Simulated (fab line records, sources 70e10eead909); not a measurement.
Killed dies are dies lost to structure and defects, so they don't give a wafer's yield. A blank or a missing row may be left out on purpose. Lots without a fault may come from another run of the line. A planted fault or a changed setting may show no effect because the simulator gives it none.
A struck lot beside a sound one | flow nand_harc | 25 steps out of a route of 1302
Sound: wafers L190.1, L190.3, L190.5. Struck: wafers L195.5, L195.6. (L195.4 of the same lot was not struck and is left out.) The cause comes at the end.
At each step with rows: each side's tool, then ch and its chambers, then its first start. Under that, the readings that differ: sound wafers | struck wafers | difference of the means | sigmas: that difference in standard deviations of wafers without a fault.
alike: readings whose means differ by less than 2 such deviations, and words and numbers that are the same on both sides. not compared: withheld readings, readings that some wafer has no value for, bounds like >300 that may hide the same value, and numbers for which the record gives no deviation and whose values overlap.
The two part at a step that has a row with sigmas, a row that says differs or no value, or rows on one side only. Numbers that don't overlap but have no deviation are shown without sigmas and don't part them. A reading that every wafer of one side lacks parts them only if that side has two wafers or more.

first, 1 step without rows for these wafers: NHARC_P_M0_SRD_25.
NHARC_P_M0_INSPECT_27:
  sound on defect_inspect-02, day 7 08:06; struck on defect_inspect-01, day 9 19:47
  alike: raw_defect_count
NHARC_P_M0_PRE_CLEAN_31: time 12 s.
  sound on pecvd-01 ch 0,1,2, day 7 08:11; struck on pecvd-02 ch 0,1, day 9 19:54
  alike: heater_power_w
NHARC_P_M0_DEP_32: deposits SiCN, target thk 30 nm.
  sound on pecvd-01 ch 0,1,2, day 7 08:17; struck on pecvd-02 ch 0,1, day 9 20:04
  alike: chamber_pressure_Torr, heater_power_w, showerhead_vpp_V
then, 7 steps without rows for these wafers: NHARC_P_M1_DEP_00 (deposits SiOC, target thk 182.5 nm); NHARC_P_M1_DEHYDRATE_01 (time 120 s); NHARC_P_M1_HMDS_02 (time 30 s); NHARC_P_M1_COAT_34 (time 65 s); NHARC_P_M1_COAT_03 (resist thk 90 nm); NHARC_P_M1_SOFTBAKE_04 (time 55 s); NHARC_P_M1_EBR_05.
NHARC_P_M1_EXPOSE_06: exposes mask P M1, target cd 130 nm.
  sound on arfi_scanner-02 ch 0, day 7 09:13; struck on arfi_scanner-03 ch 0, day 9 20:58
  alike: mask, focus_offset_nm
then, 2 steps without rows for these wafers: NHARC_P_M1_PEB_07 (peb time 65 s); NHARC_P_M1_DEVELOP_08 (develop time 35 s).
NHARC_P_M1_CD_MEAS_09: target cd 130 nm.
  sound on cd_sem-01 ch 0, day 7 09:21; struck on cd_sem-03 ch 0, day 9 21:05
  reading    | sound             | struck      | difference | sigmas
  cd_nm (nm) | 129.0 129.9 129.7 | 132.8 132.9 | +3.3       | +7
NHARC_P_M1_OVL_MEAS_10: pitch 260 nm.
  sound on overlay-01, day 7 09:26; struck on overlay-01, day 9 21:11
  alike: overlay_x_nm, overlay_y_nm
NHARC_P_M1_INSPECT_11:
  sound on defect_inspect-01, day 7 09:29; struck on defect_inspect-01, day 9 21:13
  alike: raw_defect_count
NHARC_P_M1_DESCUM_14: chemistry O2, time 3 s.
  sound on rie_diel-10 ch 0,1, day 7 09:32; struck on rie_diel-10 ch 0,3, day 9 21:17
  reading               | sound             | struck      | difference | sigmas
  model.P_M1.cd_nm (nm) | 129.3 129.7 129.6 | 132.9 133.5 | +3.7       |
  alike: drypump_motor_current_A, oes_product_au, rf_vpp_V, showerhead_plenum_p_Torr, throttle_valve_pct
  not compared: rf_hours_counter_h
NHARC_P_M1_ETCH_35: etches the open film in N2/H2, target depth 40 nm, overetch 12 nm, time 43.94 s.
  sound on rie_diel-10 ch 0,1,2, day 7 09:38; struck on rie_diel-10 ch 1,2, day 9 21:23
  alike: drypump_motor_current_A, oes_product_au, rf_vpp_V, showerhead_plenum_p_Torr, throttle_valve_pct
  not compared: rf_hours_counter_h
NHARC_P_M1_ETCH_15: etches the open film in C4F8/Ar, target depth 182.5 nm, time 91.2 s.
  sound on rie_diel-10 ch 1,2; struck on rie_diel-10 ch 0,3
  alike: oes_product_au, rf_vpp_V
  not compared: rf_hours_counter_h
NHARC_P_M1_CD_MEAS_16:
  sound on cd_sem-03, day 7 09:50; struck on cd_sem-02, day 9 21:35
  reading    | sound             | struck      | difference | sigmas
  cd_nm (nm) | 129.3 129.4 129.3 | 132.9 133.1 | +3.7       | +6
NHARC_P_M1_STRIP_18: strips in N2/H2.
  sound on rie_diel-10 ch 0,1,2, day 7 09:56; struck on rie_diel-03 ch 1,2, day 9 21:39
  alike: drypump_motor_current_A, oes_product_au, rf_vpp_V, showerhead_plenum_p_Torr, throttle_valve_pct
  not compared: rf_hours_counter_h
NHARC_P_M1_ETCH_28: etches the open film in CF4/N2, target depth 30 nm, time 72.99 s.
  sound on rie_diel-10 ch 1,2,3; struck on rie_diel-03 ch 1,2
  reading               | sound           | struck      | difference | sigmas
  model.P_M1.cd_nm (nm) | 129 129.9 128.9 | 133.7 132.4 | +3.8       |
  alike: cf4_flow_sccm, drypump_motor_current_A, oes_product_au, rf_vpp_V, showerhead_plenum_p_Torr, throttle_valve_pct
  not compared: rf_hours_counter_h
then, 1 step without rows for these wafers: NHARC_P_M1_STRIP_19 (strips in post etch residue remover, time 600 s).
-- the record jumps here: 18 days lie between the struck wafers' starts before and after (it left off in module P_M1 and takes up again in module END, whose first step shown is number 1302 of the route) --
NHARC_END_SORT_01:
  sound on prober-02 ch 0, day 25 20:53; struck on prober-01 ch 0, day 27 19:49
  alike: defect_limited_yield, killed_at_array, killed_at_other, killed_at_periphery, killed_dies, killed_open, killed_short

WHERE THEY PART
First at NHARC_P_M1_CD_MEAS_09; last, within this record, at NHARC_P_M1_CD_MEAS_16. Later steps at which nothing parts them and some readings are alike: NHARC_P_M1_STRIP_18, NHARC_P_M1_ETCH_28, NHARC_END_SORT_01.

WHY: what the simulator had put in
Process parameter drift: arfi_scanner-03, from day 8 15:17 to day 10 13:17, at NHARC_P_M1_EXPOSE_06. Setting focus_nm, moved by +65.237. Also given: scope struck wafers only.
